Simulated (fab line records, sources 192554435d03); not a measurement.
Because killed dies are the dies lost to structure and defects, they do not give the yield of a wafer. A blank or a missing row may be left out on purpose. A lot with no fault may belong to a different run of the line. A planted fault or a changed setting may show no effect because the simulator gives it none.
Matching of chambers -- flow n5_finfet -- N5_BEOL_M5_DEP_56 on pecvd-03: 3 sister chambers
The step deposits SiCN from 3MS/NH3, target thk 8 nm, time 14 s. 24 wafers are shown with their chamber, then 12 later ones without.

## WAFERS, EACH WITH ITS CHAMBER
wafer,chamber,throttle_valve_pct (%),showerhead_plenum_p_Torr (Torr)
L074.1,0,9.2,3.652
L074.2,1,9.5,3.671
L074.3,2,8.3,3.661
L076.3,1,9.5,3.673
L076.4,2,8.6,3.664
L076.5,1,9.5,3.676
L083.1,0,9.2,3.645
L083.3,2,8.5,3.665
L083.4,1,9.5,3.674
L085.1,1,9.1,3.660
L085.2,2,8.6,3.667
L085.3,0,9.3,3.655
L085.4,0,9.2,3.649
L085.5,1,9.4,3.664
L085.6,2,8.5,3.659
L088.3,0,9.0,3.649
L088.4,1,9.3,3.667
L088.5,2,8.7,3.676
L090.1,0,9.0,3.646
L090.2,1,9.6,3.658
L090.3,2,8.5,3.660
L091.1,0,9.1,3.652
L091.5,2,8.7,3.669
L091.6,1,9.3,3.662

SIGNATURES (means of the wafers above)
reading,chamber 0,chamber 1,chamber 2,scatter within a chamber
throttle_valve_pct,9.143,9.411,8.550,0.136
showerhead_plenum_p_Torr,3.64971,3.66722,3.66513,0.00552
Rule: distance of a wafer from a chamber = root of the sum over the readings of ((wafer's reading minus chamber's mean) / reading's scatter) squared. If the next closest chamber is less than 2 further off than the closest, the wafer can't be placed; otherwise it belongs to the closest. The scatter: the root of (the sum of the squares of (reading less its chamber's mean) over the shown wafers, divided by (wafers less chambers)).

## WAFERS WITH NO CHAMBER GIVEN
wafer,throttle_valve_pct (%),showerhead_plenum_p_Torr (Torr)
L095.1,9.3,3.661
L095.4,9.2,3.677
L095.6,8.8,3.657
L092.1,9.2,3.663
L092.3,8.4,3.663
L092.4,9.1,3.649
L096.1,9.3,3.651
L096.2,9.4,3.663
L096.3,8.9,3.669
L096.4,9.5,3.673
L096.5,8.6,3.657
L096.6,9.2,3.649

## EACH ONE'S CHAMBER
wafer,from the rows above,in truth
L095.1,can't be placed: 1 or 0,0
L095.4,1,1
L095.6,can't be placed: 2 or 0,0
L092.1,can't be placed: 1 or 0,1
L092.3,2,2
L092.4,0,0
L096.1,can't be placed: 0 or 1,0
L096.2,1,1
L096.3,can't be placed: 2 or 1 or 0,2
L096.4,1,1
L096.5,2,2
L096.6,0,0
7 of 12 placed correctly. These rows do not allow placing 5 (true chamber among the candidates in 5). 0 placed wrongly.
